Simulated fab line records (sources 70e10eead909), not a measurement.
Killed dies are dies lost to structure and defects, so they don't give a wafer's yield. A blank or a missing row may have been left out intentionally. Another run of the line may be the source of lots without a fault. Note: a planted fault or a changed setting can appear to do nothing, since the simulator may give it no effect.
What tool caused it?    flow nandHarc    Sampling: 12 lots, 36 wafers, 2 of 1159 route steps

WHAT EACH GAUGE READ, for each wafer
NHARC_P_STI_OVL_MEAS_10.
lot   measured     on          overlayXNm (nm)
L075  day 2 23:32  overlay-01  7 6 6
L077  day 3 11:27  overlay-01  -7 -7 -7
L079  day 3 17:39  overlay-02  9 10 9
L081  day 4 06:50  overlay-02  -1 -1 0
L083  day 4 16:59  overlay-02  -13 -13 -12
L085  day 5 04:58  overlay-01  6 6 6
L087  day 5 13:40  overlay-02  -10 -10 -10
L089  day 6 04:50  overlay-02  -5 -5 -5
L091  day 6 17:10  overlay-02  -2 -3 -2
L093  day 7 08:14  overlay-02  -10 -10 -11
L095  day 7 18:38  overlay-02  7 7 7
L097  day 8 06:38  overlay-01  0 0 0

WHAT TOOL EACH LOT RAN ON (gives the tool, then ch and the chambers of the sampled wafers, and finally the start)
lot   NHARC_P_ZERO_WELL_DESCUM_54
L075  rieDiel-05 ch 0,1,2, day 1 23:49
L077  rieDiel-10 ch 1,2, day 2 11:56
L079  rieDiel-06 ch 0,1,2, day 2 23:53
L081  rieDiel-05 ch 0,1,2, day 3 12:05
L083  rieDiel-10 ch 0,2, day 3 23:49
L085  rieDiel-10 ch 2,3, day 4 11:39
L087  rieDiel-06 ch 0,1,2, day 4 23:47
L089  rieDiel-05 ch 1,2, day 5 11:40
L091  rieDiel-10 ch 0,1,3, day 6 00:04
L093  rieDiel-05 ch 0,1, day 6 11:49
L095  rieDiel-05 ch 0,1,3, day 6 23:55
L097  rieDiel-05 ch 0,2, day 7 11:55
- NHARC_P_ZERO_WELL_DESCUM_54: chemistry O2, time 3 s.

THE ANSWER, worked out from the rows above alone
Rule: the usual values come from the lots themselves. The widest of any qualifying gaps counts: lots, ordered by their means at a reading, are off when they make up no more than a third of the lots, leave a main group of 4 or more, and stand apart from it by 3 or more times the standard deviation of that group's means. Not used: any main group whose means are identical at the precision the tables above print for the reading. Also off: a lot with no number at a reading for which 4 or more lots have one. Where the step has rows for the other lots, those lots are counted as sound.
None of the lots is off at any reading shown; this tells nothing.

WHAT WAS PUT IN BY THE SIMULATOR
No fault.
